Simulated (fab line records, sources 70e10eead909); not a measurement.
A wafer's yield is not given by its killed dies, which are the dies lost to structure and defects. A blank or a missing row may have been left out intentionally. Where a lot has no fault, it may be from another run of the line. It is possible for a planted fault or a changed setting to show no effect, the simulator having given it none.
Chamber matching    flow nand-harc    cmp-01 running NHARC_A_STAIRCASE_CMP_152: 4 sister chambers
The step polishes. 4 wafers are shown with their chamber, then 11 later ones without.

WAFERS, EACH WITH ITS CHAMBER
wafer   chamber  motor-current-A (A)
L083.5  3        10.9
L086.1  0        10.2
L086.3  1        13.8
L085.4  2        10.7

WAFERS WITHOUT THEIR CHAMBER
wafer   motor-current-A (A)
L085.5  11.5
L085.6  13.6
L095.2  12.8
L095.4  11.5
L095.6  12.7
L089.1  10.8
L089.3  11.1
L089.6  10.2
L094.1  11.1
L094.4  12.5
L094.6  11.5

WHICH CHAMBER EACH WENT THROUGH
wafer   from the rows above                in truth
L085.5  can't be placed: 3 or 2 or 0       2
L085.6  1                                  1
L095.2  can't be placed: 1 or 3 or 2       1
L095.4  can't be placed: 3 or 2 or 0       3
L095.6  can't be placed: 1 or 3 or 2       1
L089.1  can't be placed: 3 or 2 or 0       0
L089.3  can't be placed: 3 or 2 or 0       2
L089.6  can't be placed: 0 or 2 or 3       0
L094.1  can't be placed: 3 or 2 or 0       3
L094.4  can't be placed: 1 or 3 or 2 or 0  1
L094.6  can't be placed: 3 or 2 or 0       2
1 of 11 placed correctly. These rows do not allow placing 10 (true chamber among the candidates in 10). 0 placed wrongly.
How it was worked out, from the rows above alone: a wafer's distance from a chamber is the root of the sum, over the readings, of the square of ((its reading less the chamber's mean) divided by the reading's scatter). If the next closest chamber is less than 2 further off than the closest, the wafer can't be placed; otherwise it belongs to the closest. A chamber's mean is the mean of its shown wafers. The scatter: root of mean squared gap, hidden wafer to nearest shown wafer, with one shown wafer a chamber.
